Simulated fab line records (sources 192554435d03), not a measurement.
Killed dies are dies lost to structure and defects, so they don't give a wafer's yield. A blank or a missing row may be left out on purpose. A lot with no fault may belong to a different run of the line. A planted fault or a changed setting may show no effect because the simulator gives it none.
fab line records -- flow n5Finfet
record: lots: 6, wafers: 18, lastDay: 16
route steps=1938 shown BEOL_M12@1653 BEOL_M13@1659 PASSIVATION@1936
lots that met no fault: from a run of the same line without faults
startH: start of the lot's first displayed wafer, in hours after the record's first day -- waitH: time in hours since the lot's previous step -- " same as the row above -- L1.1+2: a row that stands for several wafers -- - either no value or no given start -- * or withheld: withheld -- < > ~ a bound
route shown NAME@n: names a module that has steps shown in the file, with the first one's number in the route -- usual: mean and standard deviation over wafers with no fault -- same: alike in all rows -- chamber/n: place in a boat -- sites: per-site readings -- _std_site: standard deviation of those values -- _edge_site: the outer-site mean with the inner-site mean subtracted -- radiusMm: how far each site lies from the wafer's centre -- mask NAME#n: copy n -- behind: tool/chamber where the wafer was last shaped -- hold: why the lot went on hold/how many hours it stayed there/how the hold came to an end -- device: which transistor (n, p or np) failed to switch -- end of line: the tests these same wafers got at the end of their route -- for a step that has no rows: nothing shown but its recipe -- killed: count of dies lost to structure and defects at first sort (not the wafer's yield) -- map: a wafer's dies, x killed, . not, _ none there
set.NAME: the setting the step ran with; set.NAME@STEP: the setting that earlier step ran with -- model.NAME: the simulator's own value behind a step, which no gauge read
lots seen at some steps along the route; tables by step, rows by wafer
services: a tool's chamber out of use, with start hour (startH, from the record's first day; less than 0 if before it), hours out, and reason
== steps ==
step: N5_BEOL_M12_CMP_49
recipe: stopOn: SiOC, tOverpolishS: 20.6, downForcePsi: 1, platenRpm: 50, clearingPlatenDownForcePsi: 1.5, clearingPlatenRpm: 50, postCmpClean: cuAlkaline, targetThkNm: 320, clearingPlatenPadVelocityMS: 0.99484, padVelocityMS: 0.99484
usual: barrierFieldEndpointS: 30.6/0.78, headPressurePsi: 1.0001/0.0023, motorCurrentA: 5.7/0.5, overpolishRunS: 20.599/0.0097
lot.wafer,tool,chamber,startH,waitH,barrierFieldEndpointS,headPressurePsi,motorCurrentA,overpolishRunS
L365.3,cmp-01,3,253.87,0.2,29.6,0.9969,4.7,20.624
L365.2,cmp-01,0,253.87,0.2,29.8,0.9981,5.8,20.585
L365.5,cmp-01,2,253.87,0.2,30.1,1.0024,5.6,20.608
L368.2,cmp-02,3,277.83,0.2,31.0,1.0006,5.2,20.590
L368.1,cmp-02,0,277.83,0.2,31.2,0.9982,6.1,20.586
L368.5,cmp-02,3,277.83,0.2,31.2,0.9966,5.2,20.623
L375.4,cmp-01,0,320.45,0.1,30.3,0.9985,5.3,20.597
L375.2,cmp-01,3,320.45,0.1,30.4,0.9966,4.9,20.603
L375.6,cmp-01,0,320.45,0.1,29.9,0.9982,5.3,20.596
L376.2,cmp-04,0,331.67,0.2,30.0,0.9995,6.3,20.604
L376.6,cmp-04,0,331.67,0.2,31.8,0.9992,6.4,20.613
L376.5,cmp-04,1,331.67,0.2,30.0,1.0017,5.2,20.599
L378.2,cmp-01,0,342.75,0.3,30.9,0.9992,5.6,20.598
L378.3,cmp-01,1,342.75,0.3,31.3,1.0022,5.8,20.591
L378.6,cmp-01,2,342.75,0.3,30.8,1.0032,5.9,20.601
L381.1,cmp-04,3,355.98,0.4,30.1,0.9994,5.5,20.591
L381.5,cmp-04,0,355.98,0.4,31.0,0.9968,6.1,20.601
L381.6,cmp-04,1,355.98,0.4,30.4,0.9971,5.3,20.599
step: N5_BEOL_M12_THK_MEAS_50
recipe: thkMeasGauge: xrf, reads: Cu_of_BEOL_M12_ECD_47
usual: M12_THK: 316/6.3
lot.wafer,tool,chamber,startH,waitH,M12_THK[nm]
L365.2,filmMetro-01,-,254.09,-,312
L365.3,filmMetro-01,-,254.09,-,314
L365.5,filmMetro-01,-,254.09,-,320
L368.1,filmMetro-01,-,278.13,-,314
L368.2,filmMetro-01,-,278.13,-,306
L368.5,filmMetro-01,-,278.13,-,306
L375.2,filmMetro-02,-,320.74,-,319
L375.4,filmMetro-02,-,320.74,-,328
L375.6,filmMetro-02,-,320.74,-,318
L376.2,filmMetro-02,-,331.97,-,319
L376.5,filmMetro-02,-,331.97,-,316
L376.6,filmMetro-02,-,331.97,-,320
L378.2,filmMetro-01,-,342.97,-,315
L378.3,filmMetro-01,-,342.97,-,319
L378.6,filmMetro-01,-,342.97,-,316
L381.1,filmMetro-01,-,356.16,-,308
L381.5,filmMetro-01,-,356.16,-,308
L381.6,filmMetro-01,-,356.16,-,310
step: N5_BEOL_M12_PRE_CLEAN_52
recipe: gas: NH3, timeS: 15, tempC: withheld, rfPowerW: 300
step: N5_BEOL_M12_DEP_53
recipe: material: SiCN, targetThkA: 300, tempC: withheld, precursor: 3MS/NH3, pressureTorr: 3, rfW: 675, timeS: 10.5
usual: rfFwdPowerW: 666/3.4, showerheadPlenumPTorr: 4.171/0.024, throttleValvePct: 17.5/0.89
lot.wafer,tool,chamber,startH,waitH,rfFwdPowerW,showerheadPlenumPTorr,throttleValvePct
L365.2,pecvd-01,1,254.16,0.0,670,4.174,17.8
L365.3,pecvd-01,2,254.16,0.0,659,4.203,16.3
L365.5,pecvd-01,0,254.16,0.0,666,4.188,17.6
L368.1,pecvd-01,2,278.20,0.0,659,4.196,16.3
L368.2,pecvd-01,1,278.20,0.0,666,4.168,17.8
L368.5,pecvd-01,1,278.20,0.0,668,4.173,17.7
L375.2,pecvd-03,1,320.80,0.0,670,4.144,19.2
L375.4,pecvd-03,0,320.80,0.0,666,4.138,17.1
L375.6,pecvd-03,1,320.80,0.0,673,4.147,19.3
L376.2,pecvd-01,2,332.03,0.0,663,4.205,16.4
L376.5,pecvd-01,2,332.03,0.0,664,4.213,16.3
L376.6,pecvd-01,1,332.03,0.0,666,4.173,18.3
L378.2,pecvd-04,2,343.04,0.0,671,4.154,16.3
L378.3,pecvd-04,2,343.04,0.0,669,4.147,16.5
L378.6,pecvd-04,2,343.04,0.0,670,4.145,16.4
L381.1,pecvd-04,1,356.22,0.0,662,4.172,17.7
L381.5,pecvd-04,1,356.22,0.0,667,4.167,17.6
L381.6,pecvd-04,2,356.22,0.0,669,4.149,16.4
step: N5_BEOL_M12_RS_MEAS_54
recipe: thkMeasGauge: four-point-probe, reads: Cu_of_BEOL_M12_ECD_47+Ta_of_BEOL_M12_SPUTTER_44+TaN_of_BEOL_M12_SPUTTER_43
usual: M12_RS: 0.0600/0.00084
lot.wafer,tool,chamber,startH,waitH,M12_RS[ohm/sq]
L365.2,filmMetro-02,-,254.22,0.0,0.0603
L365.3,filmMetro-02,-,254.22,0.0,0.0599
L365.5,filmMetro-02,-,254.22,0.0,0.0590
L368.1,filmMetro-01,-,278.28,0.1,0.0600
L368.2,filmMetro-01,-,278.28,0.1,0.0618
L368.5,filmMetro-01,-,278.28,0.1,0.0613
L375.2,filmMetro-01,-,320.87,0.0,0.0600
L375.4,filmMetro-01,-,320.87,0.0,0.0581
L375.6,filmMetro-01,-,320.87,0.0,0.0599
L376.2,filmMetro-01,-,332.09,0.0,0.0597
L376.5,filmMetro-01,-,332.09,0.0,0.0605
L376.6,filmMetro-01,-,332.09,0.0,0.0594
L378.2,filmMetro-01,-,343.37,0.3,0.0599
L378.3,filmMetro-01,-,343.37,0.3,0.0590
L378.6,filmMetro-01,-,343.37,0.3,0.0597
L381.1,filmMetro-01,-,356.29,0.0,0.0608
L381.5,filmMetro-01,-,356.29,0.0,0.0608
L381.6,filmMetro-01,-,356.29,0.0,0.0601
step: N5_BEOL_M12_INSPECT_55
recipe: inspectInstrument: darkfield, mode: postDep
usual: rawDefectCount: 66/22
lot.wafer,tool,chamber,startH,waitH,rawDefectCount
L365.2,defectInspect-02,-,254.24,0.0,78
L365.3,defectInspect-02,-,254.24,0.0,84
L365.5,defectInspect-02,-,254.24,0.0,56
L368.1,defectInspect-02,-,278.30,0.0,38
L368.2,defectInspect-02,-,278.30,0.0,49
L368.5,defectInspect-02,-,278.30,0.0,52
L375.2,defectInspect-02,-,320.89,0.0,82
L375.4,defectInspect-02,-,320.89,0.0,96
L375.6,defectInspect-02,-,320.89,0.0,122
L376.2,defectInspect-02,-,332.12,0.0,63
L376.5,defectInspect-02,-,332.12,0.0,33
L376.6,defectInspect-02,-,332.12,0.0,50
L378.2,defectInspect-01,-,343.40,0.0,53
L378.3,defectInspect-01,-,343.40,0.0,44
L378.6,defectInspect-01,-,343.40,0.0,69
L381.1,defectInspect-01,-,356.31,0.0,63
L381.5,defectInspect-01,-,356.31,0.0,68
L381.6,defectInspect-01,-,356.31,0.0,46
step: N5_BEOL_M13_ILD_DEP_00
recipe: material: SiOC, targetThkA: 8379.2, tempC: 350, precursor: DEMS/O2, pressureTorr: 5, rfW: 500, timeS: 166.4
usual: heaterPowerW: 479/67, rfFwdPowerW: 498.4/1.5, showerheadPlenumPTorr: 5.702/0.015, throttleValvePct: 11.8/0.56
lot.wafer,tool,chamber,startH,waitH,heaterPowerW,rfFwdPowerW,showerheadPlenumPTorr,throttleValvePct
L365.2,pecvd-03,2,254.28,0.0,453,498.9,5.720,12.5
L365.3,pecvd-03,1,254.28,0.0,419,497.9,5.687,13.0
L365.5,pecvd-03,0,254.28,0.0,508,497.1,5.692,11.3
L368.1,pecvd-01,1,278.34,0.0,580,498.5,5.701,11.8
L368.2,pecvd-01,2,278.34,0.0,520,499.1,5.736,11.0
L368.5,pecvd-01,2,278.34,0.0,462,496.8,5.719,10.8
L375.2,pecvd-01,1,320.93,0.0,594,496.2,5.691,11.7
L375.4,pecvd-01,1,320.93,0.0,507,497.9,5.697,11.9
L375.6,pecvd-01,2,320.93,0.0,418,496.4,5.736,10.8
L376.2,pecvd-03,2,332.17,0.0,366,497.3,5.720,12.2
L376.5,pecvd-03,2,332.17,0.0,430,499.5,5.719,12.4
L376.6,pecvd-03,0,332.17,0.0,485,497.9,5.698,11.6
L378.2,pecvd-01,1,343.43,0.0,576,498.4,5.715,11.8
L378.3,pecvd-01,0,343.43,0.0,534,501.1,5.723,11.7
L378.6,pecvd-01,0,343.43,0.0,558,500.0,5.714,11.7
L381.1,pecvd-02,1,356.35,0.0,506,498.4,5.686,11.2
L381.5,pecvd-02,1,356.35,0.0,508,496.2,5.702,11.3
L381.6,pecvd-02,2,356.35,0.0,582,499.8,5.685,12.1
step: N5_BEOL_M13_THK_MEAS_01
recipe: reads: SiOC_of_BEOL_M13_ILD_DEP_00
usual: M13_ILD_THK: 840/11
lot.wafer,tool,chamber,startH,waitH,M13_ILD_THK[nm]
L365.2,filmMetro-02,-,254.43,0.1,832
L365.3,filmMetro-02,-,254.43,0.1,839
L365.5,filmMetro-02,-,254.43,0.1,845
L368.1,filmMetro-01,-,278.55,0.2,848
L368.2,filmMetro-01,-,278.55,0.2,824
L368.5,filmMetro-01,-,278.55,0.2,836
L375.2,filmMetro-02,-,321.08,0.1,830
L375.4,filmMetro-02,-,321.08,0.1,854
L375.6,filmMetro-02,-,321.08,0.1,830
L376.2,filmMetro-01,-,332.38,0.2,811
L376.5,filmMetro-01,-,332.38,0.2,826
L376.6,filmMetro-01,-,332.38,0.2,841
L378.2,filmMetro-01,-,343.65,0.2,840
L378.3,filmMetro-01,-,343.65,0.2,849
L378.6,filmMetro-01,-,343.65,0.2,850
L381.1,filmMetro-01,-,356.50,0.1,842
L381.5,filmMetro-01,-,356.50,0.1,862
L381.6,filmMetro-01,-,356.50,0.1,843
step: N5_BEOL_M13_COAT_58
recipe: resist: BARC, tempC: 205, timeS: 60, spinRpm: 1500, resistThkNm: 89
step: N5_BEOL_M13_COAT_04
recipe: spinRpm: 1625, resistThkNm: 400
step: N5_BEOL_M13_EBR_06
recipe: solvent: PGMEA, ebrWidthMm: 1.5
step: N5_BEOL_M13_SOFTBAKE_05
recipe: tempC: 130, timeS: 60
step: N5_BEOL_M13_EXPOSE_07
recipe: maskId: V12, na: 0.93, sourceShape: conventional, sigmaOuter: 0.6, polarization: unpolarized, attpsmPhaseDeg: 180, doseMj: 24.8
usual: stageVelMmS: 500.05/0.23
lot.wafer,tool,chamber,startH,waitH,mask,stageVelMmS,model.BEOL_M13.overlayXNm
L365.2,krfScanner-01,0,254.69,-,V12#0,500.30,-1.2
L365.3,krfScanner-01,0,254.69,-,V12#0,499.98,-1.2
L365.5,krfScanner-01,0,254.69,-,V12#0,499.93,-1.2
L368.1,krfScanner-02,0,278.68,-,V12#0,499.80,-1.6
L368.2,krfScanner-02,0,278.68,-,V12#0,499.76,-1.6
L368.5,krfScanner-02,0,278.68,-,V12#0,499.84,-1.6
L375.2,krfScanner-01,0,321.22,-,V12#0,500.15,66.4
L375.4,krfScanner-01,0,321.22,-,V12#0,499.93,66.4
L375.6,krfScanner-01,0,321.22,-,V12#0,500.34,66.4
L376.2,krfScanner-01,0,332.51,-,V12#0,500.09,66
L376.5,krfScanner-01,0,332.51,-,V12#0,500.21,66
L376.6,krfScanner-01,0,332.51,-,V12#0,499.98,66
L378.2,krfScanner-02,0,343.91,-,V12#0,500.00,3.4
L378.3,krfScanner-02,0,343.91,-,V12#0,500.30,3.4
L378.6,krfScanner-02,0,343.91,-,V12#0,499.82,3.4
L381.1,krfScanner-02,0,356.76,-,V12#0,500.20,-1
L381.5,krfScanner-02,0,356.76,-,V12#0,500.06,-1
L381.6,krfScanner-02,0,356.76,-,V12#0,499.97,-1
step: N5_BEOL_M13_PEB_08
recipe: pebTempC: 130, pebTimeS: 90
step: N5_BEOL_M13_DEVELOP_09
recipe: developTimeS: 45, rinseLiquid: diw, dry: airSpin, devTempC: 21
step: N5_BEOL_M13_HARDBAKE_14
recipe: tempC: 130, timeS: 120
step: N5_BEOL_M13_CD_MEAS_10
recipe: targetCdNm: 190, landingEnergyEv: 500, detector: seInlens, polarity: opening
usual: cdNm: 190.0/1.8
lot.wafer,tool,chamber,startH,waitH,cdNm
L365.2,cdSem-02,0,254.86,-,186.0
L365.3,cdSem-02,0,254.86,-,186.9
L365.5,cdSem-02,0,254.86,-,187.6
L368.1,cdSem-01,0,278.86,-,190.3
L368.2,cdSem-01,0,278.86,-,190.5
L368.5,cdSem-01,0,278.86,-,190.5
L375.2,cdSem-01,0,321.38,-,191.4
L375.4,cdSem-01,0,321.38,-,193.4
L375.6,cdSem-01,0,321.38,-,194.9
L376.2,cdSem-02,0,332.68,-,194.0
L376.5,cdSem-02,0,332.68,-,194.4
L376.6,cdSem-02,0,332.68,-,192.4
L378.2,cdSem-01,0,344.07,-,191.3
L378.3,cdSem-01,0,344.07,-,191.0
L378.6,cdSem-01,0,344.07,-,192.3
L381.1,cdSem-03,0,356.93,-,189.5
L381.5,cdSem-03,0,356.93,-,189.3
L381.6,cdSem-03,0,356.93,-,189.6
step: N5_BEOL_M13_OVL_MEAS_11
recipe: pointsPerWafer: 44
usual: V12_OVL: 1/5.9
lot.wafer,tool,chamber,startH,waitH,V12_OVL[nm]
L365.2,overlay-02,0,254.89,0.0,6
L365.3,overlay-02,0,254.89,0.0,0
L365.5,overlay-02,0,254.89,0.0,-4
L368.1,overlay-02,0,278.89,0.0,-2
L368.2,overlay-02,0,278.89,0.0,8
L368.5,overlay-02,0,278.89,0.0,-7
L375.2,overlay-02,0,321.41,0.0,70
L375.4,overlay-02,0,321.41,0.0,70
L375.6,overlay-02,0,321.41,0.0,66
L376.2,overlay-01,0,332.71,0.0,64
L376.5,overlay-01,0,332.71,0.0,67
L376.6,overlay-01,0,332.71,0.0,69
L378.2,overlay-02,0,344.11,0.0,1
L378.3,overlay-02,0,344.11,0.0,6
L378.6,overlay-02,0,344.11,0.0,-6
L381.1,overlay-01,0,356.96,0.0,-2
L381.5,overlay-01,0,356.96,0.0,0
L381.6,overlay-01,0,356.96,0.0,-8
step: N5_BEOL_M13_INSPECT_12
recipe: mode: adi, inspectInstrument: macro
usual: rawDefectCount: 2.1/1.4
lot.wafer,tool,chamber,startH,waitH,rawDefectCount
L365.2,defectInspect-02,-,254.91,0.0,4
L365.3,defectInspect-02,-,254.91,0.0,1
L365.5,defectInspect-02,-,254.91,0.0,3
L368.1,defectInspect-01,-,278.91,0.0,3
L368.2,defectInspect-01,-,278.91,0.0,3
L368.5,defectInspect-01,-,278.91,0.0,2
L375.2,defectInspect-02,-,321.44,0.0,1
L375.4,defectInspect-02,-,321.44,0.0,1
L375.6,defectInspect-02,-,321.44,0.0,1
L376.2,defectInspect-02,-,332.73,0.0,2
L376.5,defectInspect-02,-,332.73,0.0,4
L376.6,defectInspect-02,-,332.73,0.0,1
L378.2,defectInspect-01,-,344.14,0.0,3
L378.3,defectInspect-01,-,344.14,0.0,1
L378.6,defectInspect-01,-,344.14,0.0,7
L381.1,defectInspect-02,-,356.98,0.0,4
L381.5,defectInspect-02,-,356.98,0.0,2
L381.6,defectInspect-02,-,356.98,0.0,2
step: N5_PASSIVATION_PROBE_49
usual: defectLimitedYield: 90.9/1.4, killed_at_M0_to_M3: 37/12, killed_at_M4_up: 14/5.3, killedAtContacts: 12/6.2, killedAtFrontEnd: 41/11, killedAtOther: 3.7/2.9, killedDies: 107/17, killedOpen: 71/12, killedShort: 34/7.9, sort_bin_5_function: 5.3/0.95, sort_bin_6_memory: 3.4/0.7, sortNPass: 1073/17, sortYieldPct: 90.9/1.5
same: grossDies: 1180, killedAtBackSide: 0, sort_bin_4_leakage[%]: 0, sort_bin_8_speed[%]: 0
lot.wafer,tool,chamber,startH,waitH,defectLimitedYield[%],killed_at_M0_to_M3,killed_at_M4_up,killedAtContacts,killedAtFrontEnd,killedAtOther,killedDies,killedOpen,killedShort,sort_bin_5_function[%],sort_bin_6_memory[%],sortNPass,sortYieldPct[%]
L375.2,prober-01,-,353.41,0.1,92.5,31,16,7,32,3,89,60,26,4.3,3.0,1091,92.5
L375.4,prober-01,-,353.51,0.2,91.7,43,15,7,31,2,98,62,34,5.5,2.5,1082,91.7
L375.6,prober-01,-,353.61,0.3,92.9,26,21,5,30,2,84,60,22,3.6,3.1,1096,92.9
L376.2,prober-01,-,369.50,0.5,90.6,44,22,2,39,4,111,71,35,5.1,3.8,1069,90.6
L376.5,prober-01,-,369.65,0.6,93.2,25,22,4,27,2,80,60,16,3.3,3.0,1100,93.2
L376.6,prober-01,-,369.70,0.7,91.1,29,25,5,43,3,105,65,39,5.4,3.2,1075,91.1
killed by level:class
L375.2 BEOL_M2:geometricParticle:open=9 MOL_CONTACT_COAG:geometricParticle:open=7 FIN_SAQP:geometricParticle:open=6 GATE_CUT:geometricParticle:open=5 BEOL_M0_SAQP:geometricParticle:short=5 BEOL_M2:geometricParticle:short=5 STARTING-WAFER:geometricParticle:short=5 DUMMY_GATE:geometricParticle:open=4
L375.4 BEOL_M2:geometricParticle:open=13 BEOL_M4:geometricParticle:open=10 BEOL_M1:geometricParticle:open=9 GATE_CUT:geometricParticle:short=8 FIN_SAQP:geometricParticle:short=7 MOL_CONTACT_COAG:geometricParticle:open=7 BEOL_M0_SAQP:geometricParticle:short=7 BEOL_M0_SAQP:geometricParticle:open=6
L375.6 BEOL_M4:geometricParticle:open=14 BEOL_M2:geometricParticle:open=10 FIN_SAQP:geometricParticle:open=9 BEOL_M1:geometricParticle:open=6 STI_FIN_REVEAL:geometricParticle:open=4 MOL_CONTACT_COAG:geometricParticle:open=4 FIN_SAQP:geometricParticle:short=3 BEOL_M3:geometricParticle:open=3
L376.2 FIN_SAQP:geometricParticle:open=17 BEOL_M0_SAQP:geometricParticle:short=16 BEOL_M0_SAQP:geometricParticle:open=12 BEOL_M4:geometricParticle:open=12 BEOL_M2:geometricParticle:open=8 FIN_SAQP:geometricParticle:short=7 GATE_CUT:geometricParticle:short=4 BEOL_M1:geometricParticle:open=4
L376.5 BEOL_M4:geometricParticle:open=12 FIN_SAQP:geometricParticle:open=9 STI_FIN_REVEAL:geometricParticle:open=7 BEOL_M2:geometricParticle:open=7 BEOL_M3:geometricParticle:open=5 MOL_CONTACT_COAG:geometricParticle:open=4 BEOL_M0_SAQP:geometricParticle:open=3 BEOL_M1:geometricParticle:open=3
L376.6 FIN_SAQP:geometricParticle:short=14 BEOL_M2:geometricParticle:open=11 FIN_SAQP:geometricParticle:open=10 BEOL_M4:geometricParticle:open=9 BEOL_M0_SAQP:geometricParticle:short=8 BEOL_M8:geometricParticle:open=7 STI_FIN_REVEAL:geometricParticle:open=5 MOL_CONTACT_COAG:geometricParticle:open=4
== services ==
tool,chamber,startH,hours,kind
krfScanner-01,-,232.35,4.4,pm
krfScanner-01,-,238.51,1.0,pm
krfScanner-01,-,242.37,1.3,pm
cmp-04,-,252.53,18.1,pm
pecvd-01,-,262.81,2.8,pm
krfScanner-02,-,263.90,0.3,repair
pecvd-02,-,265.94,6.0,pm
krfScanner-02,-,267.31,1.0,pm
cmp-01,-,272.91,0.3,repair
krfScanner-01,-,289.42,0.8,pm
pecvd-02,-,289.68,2.4,repair
pecvd-04,1,297.75,48.4,repair
cmp-01,-,302.68,5.5,pm
cmp-02,-,305.22,4.0,pm
krfScanner-01,-,307.48,0.3,repair
krfScanner-02,-,313.89,0.8,pm
krfScanner-02,-,315.03,3.6,pm
cmp-02,-,320.54,8.6,pm
pecvd-03,1,321.47,16.8,repair
krfScanner-02,-,324.92,1.3,pm
cmp-02,-,330.81,6.3,pm
pecvd-04,2,333.04,2.6,repair
krfScanner-01,-,336.94,3.6,pm
cmp-04,-,348.73,0.5,repair
== key ==
firstSign: step: N5_BEOL_M13_OVL_MEAS_11, reading: V12_OVL, direction: up, sigmas: 11, usual: 1, struck: 68
effect none on later readings
modelEffect: step: N5_BEOL_M13_EXPOSE_07, value: BEOL_M13.overlayXNm, without: 1.2, struck: 66.2
metAt N5_BEOL_M13_EXPOSE_07
struckWafers L375.2,L375.4,L375.6,L376.2,L376.5,L376.6
onsetBetween 254.69 321.22
fault: kind: scannerMatchingOverlay, tool: krfScanner-01, chamber: -, onsetH: 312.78, steps: N5_BEOL_M13_EXPOSE_07, offset: 64.982
